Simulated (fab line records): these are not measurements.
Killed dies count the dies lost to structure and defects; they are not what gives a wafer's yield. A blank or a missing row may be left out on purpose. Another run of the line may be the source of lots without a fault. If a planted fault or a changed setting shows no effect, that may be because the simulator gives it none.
Chamber matching    flow nand-harc    NHARC_A_STAIRCASE_TRIM_20 on rie-diel-12 has 4 sister chambers
The step chemistry O2, time 211.2 s. 4 wafers are shown with their chamber, then 8 later ones without.

WAFERS, EACH WITH ITS CHAMBER
wafer   chamber  showerhead-plenum-p-Torr (Torr)
L088.3  0        3.80
L091.4  3        3.65
L091.6  1        3.62
L094.4  2        3.36

WAFERS WITH NO CHAMBER GIVEN
wafer   showerhead-plenum-p-Torr (Torr)
L094.5  3.61
L094.6  3.79
L096.1  3.78
L096.4  3.64
L096.5  3.64
L097.1  3.60
L097.3  3.78
L097.5  3.64

CHAMBER TAKEN BY EACH
wafer   from the rows above      in truth
L094.5  1                        1
L094.6  0                        0
L096.1  0                        0
L096.4  can't be placed: 3 or 1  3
L096.5  can't be placed: 3 or 1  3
L097.1  1                        1
L097.3  0                        0
L097.5  can't be placed: 3 or 1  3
Placed correctly: 5 of 8. From these rows, 3 cannot be placed; in 3 the true chamber is one of the candidates. Number placed wrongly: 0.
How it was worked out, from the rows above alone: a wafer's distance from a chamber is the root of the sum, over the readings, of the square of ((its reading less the chamber's mean) divided by the reading's scatter). If the next closest chamber is less than 2 further off than the closest, the wafer can't be placed; otherwise it belongs to the closest. Each chamber's mean is taken over the wafers shown for it. The scatter (one wafer shown for each chamber): square how far every hidden wafer sits from the nearest shown wafer, average those squares and take the square root.
